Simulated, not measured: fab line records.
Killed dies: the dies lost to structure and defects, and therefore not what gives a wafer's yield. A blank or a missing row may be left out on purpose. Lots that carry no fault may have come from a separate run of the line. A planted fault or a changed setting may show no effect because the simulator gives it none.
A lot that was struck, set against a sound lot + flow nand-harc + 14 steps out of a route of 1159
Sound: wafers L647.3, L647.4, L647.5. Struck: wafers L649.1, L649.2, L649.5. Last of all comes the cause.
For every step that has rows: the tool of each side, followed by ch and its chambers, followed by its first start. Under that, the readings that differ: sound wafers + struck wafers + difference of the means + sigmas: that difference in standard deviations of wafers without a fault.
alike: same words and numbers on both sides, and readings whose means sit less than 2 such deviations apart. not compared: any withheld reading, any reading some wafer has no value for, any bound like >300 that may hide the same value, and any number with overlapping values for which the record gives no deviation.
Wherever a step has rows on one side only, a row that says differs or no value, or a row with sigmas, the two part there. Numbers that don't overlap but have no deviation are shown without sigmas and don't part them. Lack of a reading on every wafer of one side parts them only where that side has two or more wafers.

NHARC_THIN_TSV_ETCH_15: target depth 3000 nm, bosch target overetch cycles 2, bosch etch step 2.8 s.
  sound on rie-si-06 ch 0,1,2, day 20 05:42; struck on rie-si-04 ch 0,2,3, day 20 21:49
  alike: drypump-motor-current-A
  not compared: rf-hours-counter-h
NHARC_THIN_TSV_CD_MEAS_16:
  sound on cd-sem-03 at day 20 05:49; struck on cd-sem-02 at day 20 21:57
  alike: cd-nm
NHARC_THIN_TSV_STRIP_45: strips in O2.
  sound on plasma-asher-02 ch 0,1, day 20 05:59; struck on plasma-asher-02 ch 0,1, day 20 22:01
  alike: drypump-motor-current-A, heater-power-w
  not compared: rf-hours-counter-h
then, 2 steps without rows for these wafers: NHARC_THIN_TSV_STRIP_46 (strips in post etch residue remover, time 1200 s); NHARC_THIN_TSV_DEP_47 (deposits SiO2, target thk 200 nm).
NHARC_THIN_TSV_ETCHBACK_48: etches the open film in C4F8/Ar, target depth 1028.5 nm, time 405.17 s.
  sound on rie-diel-13 ch 0,1, day 20 07:06; struck on rie-diel-09 ch 0,1, day 20 23:14
| reading               | sound          | struck         | difference | sigmas |
|-----------------------|----------------|----------------|------------|--------|
| oes-product-au (a.u.) | 1.00 0.99 1.00 | 0.93 0.93 0.93 | -0.07      | -2     |
  alike: rf-vpp-V
  not compared: rf-hours-counter-h
then, 3 steps without rows for these wafers: NHARC_THIN_TSV_STRIP_62 (strips in N2/H2, time 20 s); NHARC_THIN_TSV_DEGAS_49 (time 120 s); NHARC_THIN_TSV_PRE_CLEAN_50 (time 30 s).
NHARC_THIN_TSV_PVD_19: deposits TaN, target thk 20 nm.
  sound on pvd-sputter-02; struck on pvd-sputter-03
  alike: chamber-pressure-pa, throttle-valve-pct
then, 2 steps without rows for these wafers: NHARC_THIN_TSV_PVD_51 (deposits Cu, target thk 100 nm); NHARC_THIN_TSV_ECD_20 (material Cu, target thk 2000 nm).
NHARC_THIN_TSV_ANNEAL_52: time 90 s.
  sound on rtp-anneal-02 ch 0, day 20 09:03; struck on rtp-anneal-01, day 21 01:04
  no value came back on the struck wafers for anneal-temp-c (C), anneal-temp-c-max, wafer_temp_C_max; on the sound wafers anneal-temp-c (C) reads 224.93 225.01 224.63
NHARC_THIN_TSV_CMP_21: polishes, t overpolish 30 s, target thk 2000 nm.
  sound on cmp-04 ch 0,1, day 20 09:17; struck on cmp-04 ch 0,2,3, day 21 01:28
  alike: motor-current-A, overpolish-run-s

WHERE THEY PART
First at NHARC_THIN_TSV_ETCHBACK_48; last, within this record, at NHARC_THIN_TSV_ANNEAL_52. Later steps at which nothing parts them and some readings are alike: NHARC_THIN_TSV_CMP_21.

WHY: the cause the simulator had injected
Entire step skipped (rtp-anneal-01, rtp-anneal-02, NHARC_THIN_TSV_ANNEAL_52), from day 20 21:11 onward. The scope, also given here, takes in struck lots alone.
